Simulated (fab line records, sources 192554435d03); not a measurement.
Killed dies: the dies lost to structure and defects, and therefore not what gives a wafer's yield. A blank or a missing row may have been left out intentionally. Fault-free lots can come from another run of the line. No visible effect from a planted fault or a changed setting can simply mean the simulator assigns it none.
Which of the tools did it? | flow n5_finfet | Sampling: 9 lots, 27 wafers, 6 of 1938 route steps

## WHAT EACH GAUGE READ, for each wafer
N5_SD_EPI_P_CD_MEAS_09: the cd target is 240 nm.
lot  | measured    | on        | cd_nm (nm)
L146 | day 3 12:27 | cd_sem-01 | 238.4 238.4 239.5
L151 | day 4 21:50 | cd_sem-01 | 240.1 241.8 240.4
L156 | day 5 23:59 | cd_sem-01 | 241.9 239.8 241.6
L157 | day 6 06:40 | cd_sem-03 | 240.0 239.3 240.7
L158 | day 6 16:52 | cd_sem-02 | 237.9 239.1 239.3
L164 | day 8 01:15 | cd_sem-01 | 241.1 241.3 239.3
L165 | day 8 07:25 | cd_sem-02 | 239.9 239.8 240.8
L166 | day 8 12:36 | cd_sem-02 | 242.6 240.9 240.0
L167 | day 8 16:55 | cd_sem-02 | 240.4 238.7 240.8

N5_SD_EPI_P_INSPECT_26: inspects for defects (darkfield).
lot  | measured    | on                | raw_defect_count
L146 | day 3 16:17 | defect_inspect-02 | 152 158 228
L151 | day 5 02:28 | defect_inspect-02 | 202 217 243
L156 | day 6 04:27 | defect_inspect-01 | 1370 1355 1452
L157 | day 6 11:19 | defect_inspect-02 | 1387 1390 1489
L158 | day 6 20:40 | defect_inspect-01 | 1389 1377 1377
L164 | day 8 05:57 | defect_inspect-02 | 165 145 144
L165 | day 8 12:04 | defect_inspect-02 | 139 157 164
L166 | day 8 17:26 | defect_inspect-02 | 189 187 125
L167 | day 8 20:43 | defect_inspect-02 | 177 119 116

N5_BEOL_M4_RC_MEAS_101.
lot  | measured     | on        | DIBL_N (mV/V)  | DIBL_P (mV/V)  | IOFF_N (nA/um) | IOFF_P (nA/um) | ION_N (uA/um) | ION_P (uA/um) | SS_N (mV/dec)  | SS_P (mV/dec)  | VT_N (mV)   | VT_P (mV)
L146 | day 8 02:19  | prober-02 | 37.4 36.8 39.6 | 37.6 37.4 40.9 | 0.19 0.17 0.25 | 0.22 0.22 0.29 | 677 667 688   | 457 453 457   | 72.1 71.1 72.2 | 73.7 75.0 76.1 | 250 249 245 | -249 -251 -248
L151 | day 9 08:11  | prober-02 | 35.3 38.5 39.3 | 36.6 39.5 40.8 | 0.15 0.22 0.23 | 0.19 0.25 0.27 | 670 703 706   | 458 474 471   | 71.4 72.1 72.3 | 73.1 73.8 74.8 | 253 245 248 | -255 -251 -249
L164 | day 13 00:56 | prober-02 | 36.2 37.1 35.3 | 33.2 35.2 33.1 | 0.15 0.17 0.13 | 0.18 0.21 0.18 | 670 676 677   | 456 454 466   | 71.6 71.7 70.6 | 72.5 72.8 73.1 | 253 250 252 | -253 -253 -250
L165 | day 13 14:05 | prober-01 | 38.3 36.8 37.2 | 39.4 38.0 38.0 | 0.20 0.17 0.18 | 0.24 0.21 0.22 | 673 671 666   | 456 455 455   | 71.8 72.3 71.8 | 73.6 72.9 73.7 | 247 250 248 | -251 -252 -250
L166 | day 13 20:28 | prober-01 | 37.8 38.4 40.4 | 36.6 36.6 38.7 | 0.16 0.16 0.22 | 0.20 0.21 0.24 | 677 656 668   | 459 444 451   | 71.3 71.8 72.2 | 73.3 72.9 73.2 | 250 253 247 | -256 -252 -253
L167 | day 14 07:43 | prober-02 | 37.7 40.0 35.8 | 38.9 40.9 37.0 | 0.19 0.24 0.15 | 0.28 0.30 0.23 | 670 696 677   | 460 474 471   | 72.9 73.1 71.6 | 73.9 74.6 73.2 | 249 244 250 | -247 -245 -248

## TOOL THAT RAN EACH LOT (tool first, then ch and the chambers of the sampled wafers, then the start)
lot  | N5_SD_EPI_N_VAPOR_ETCH_50      | N5_SD_EPI_P_ETCHBACK_46           | N5_SD_EPI_P_STRIP_40
L146 | epi_rpcvd-03 ch 0, day 3 09:19 | rie_diel-04 ch 0,1,3, day 3 12:57 | plasma_asher-01 ch 0,1, day 3 13:25
L151 | epi_rpcvd-01 ch 0, day 4 17:13 | rie_diel-04 ch 2,3, day 4 22:20   | plasma_asher-02 ch 0,1, day 4 22:45
L156 | epi_rpcvd-03 ch 0, day 5 21:08 | rie_diel-02 ch 2,3, day 6 01:08   | plasma_asher-01 ch 0, day 6 01:32
L157 | epi_rpcvd-03 ch 0, day 6 02:26 | rie_diel-02 ch 0,1,2, day 6 07:10 | plasma_asher-01 ch 0,1, day 6 07:35
L158 | epi_rpcvd-02 ch 0, day 6 14:01 | rie_diel-02 ch 1,3, day 6 17:22   | plasma_asher-02 ch 0,1, day 6 17:47
L164 | epi_rpcvd-03 ch 0, day 7 21:44 | rie_diel-04 ch 0,1, day 8 01:48   | plasma_asher-01 ch 0,1, day 8 02:13
L165 | epi_rpcvd-03 ch 0, day 8 04:01 | rie_diel-04 ch 0,2,3, day 8 07:55 | plasma_asher-02 ch 0,1, day 8 08:21
L166 | epi_rpcvd-03 ch 0, day 8 09:00 | rie_diel-04 ch 0,2, day 8 13:18   | plasma_asher-02 ch 0,1, day 8 13:43
L167 | epi_rpcvd-02 ch 0, day 8 13:56 | rie_diel-02 ch 0,1,3, day 8 17:25 | plasma_asher-01 ch 0,1, day 8 17:50
- N5_SD_EPI_N_VAPOR_ETCH_50: etches Si in HCl, time 54 s.
- N5_SD_EPI_P_ETCHBACK_46: etches SiNx in CH3F/O2, stops on SiO2, target depth 17.5 nm.
- N5_SD_EPI_P_STRIP_40: strips in N2/H2.

## WHAT THE TOOLS THEMSELVES READ (means of the sampled wafers that have a number; where no wafer has one, the mark that the record gives instead)
N5_SD_EPI_N_VAPOR_ETCH_50.
lot  | tool         | throttle_valve_pct (%)
L146 | epi_rpcvd-03 | 11.29
L151 | epi_rpcvd-01 | 11.32
L156 | epi_rpcvd-03 | 11.24
L157 | epi_rpcvd-03 | 11.32
L158 | epi_rpcvd-02 | 11.09
L164 | epi_rpcvd-03 | 11.25
L165 | epi_rpcvd-03 | 11.42
L166 | epi_rpcvd-03 | 11.47
L167 | epi_rpcvd-02 | 10.98

N5_SD_EPI_P_ETCHBACK_46.
lot  | tool        | drypump_motor_current_A (A) | oes_f_703_au (a.u.) | oes_product_au (a.u.) | rf_vpp_V (V) | showerhead_plenum_p_Torr (Torr) | throttle_valve_pct (%)
L146 | rie_diel-04 | 5.8                         | 0.75                | 0.64                  | 292          | 2.03                            | 16.25
L151 | rie_diel-04 | 5.6                         | 0.72                | 0.62                  | 292          | 1.95                            | 16.33
L156 | rie_diel-02 | 6.4                         | 0.74                | 0.63                  | 285          | 1.95                            | 16.37
L157 | rie_diel-02 | 5.9                         | 0.73                | 0.61                  | 296          | 2.00                            | 16.25
L158 | rie_diel-02 | 5.5                         | 0.70                | 0.62                  | 301          | 2.03                            | 16.15
L164 | rie_diel-04 | 5.9                         | 0.74                | 0.63                  | 295          | 2.07                            | 16.20
L165 | rie_diel-04 | 5.4                         | 0.73                | 0.62                  | 290          | 2.01                            | 16.37
L166 | rie_diel-04 | 5.2                         | 0.75                | 0.64                  | 287          | 2.07                            | 16.36
L167 | rie_diel-02 | 6.0                         | 0.80                | 0.68                  | 298          | 2.02                            | 16.11

N5_SD_EPI_P_STRIP_40.
lot  | tool            | drypump_motor_current_A (A) | h2_flow_sccm (sccm) | heater_power_w (W) | n2_flow_sccm (sccm) | oes_product_au (a.u.)
L146 | plasma_asher-01 | 5.99                        | 3243                | 320                | 1747                | 0.757
L151 | plasma_asher-02 | 5.82                        | 3254                | 364                | 1754                | 0.767
L156 | plasma_asher-01 | -                           | -                   | -                  | -                   | -
L157 | plasma_asher-01 | -                           | -                   | -                  | -                   | -
L158 | plasma_asher-02 | -                           | -                   | -                  | -                   | -
L164 | plasma_asher-01 | 6.01                        | 3246                | 361                | 1749                | 0.761
L165 | plasma_asher-02 | 5.75                        | 3258                | 336                | 1750                | 0.757
L166 | plasma_asher-02 | 5.75                        | 3244                | 332                | 1748                | 0.768
L167 | plasma_asher-01 | 5.96                        | 3268                | 327                | 1749                | 0.767

## THE ANSWER, worked out from the rows above alone
Rule: the lots themselves supply what counts as usual. Put in order of their means at a reading, lots are off if they are a third of the lots or fewer, leave a main group of 4 or more, and stand apart from it by a gap of 3 or more times the standard deviation of the main group's means; of several such gaps the widest counts. If all means in a main group match to the digits the tables above print for the reading, that group is not used. Also off: a lot with no number at a reading for which 4 or more lots have one. The other lots that the step has rows for count as sound. Order of review: gauges by route order, followed by the tools' own readings, for which a lot's mean as printed above is used. At the first step where some lot is off, the reading lying furthest off is the one used; lots without a number count as furthest.
Off: L156, L157, L158, at N5_SD_EPI_P_INSPECT_26 (raw_defect_count). For the main group the mean is 168 and the standard deviation 27.
A tool fits if, at a process step before that reading, it ran every lot that is off, and no sound lot after the first of them. The gauges at N5_SD_EPI_P_INSPECT_26 aren't tried: what is off there is off at N5_SD_EPI_P_STRIP_40 too, on other tools, and a gauge's error can't cause that. No candidate that was tried fits.

## WHAT WAS PUT IN BY THE SIMULATOR
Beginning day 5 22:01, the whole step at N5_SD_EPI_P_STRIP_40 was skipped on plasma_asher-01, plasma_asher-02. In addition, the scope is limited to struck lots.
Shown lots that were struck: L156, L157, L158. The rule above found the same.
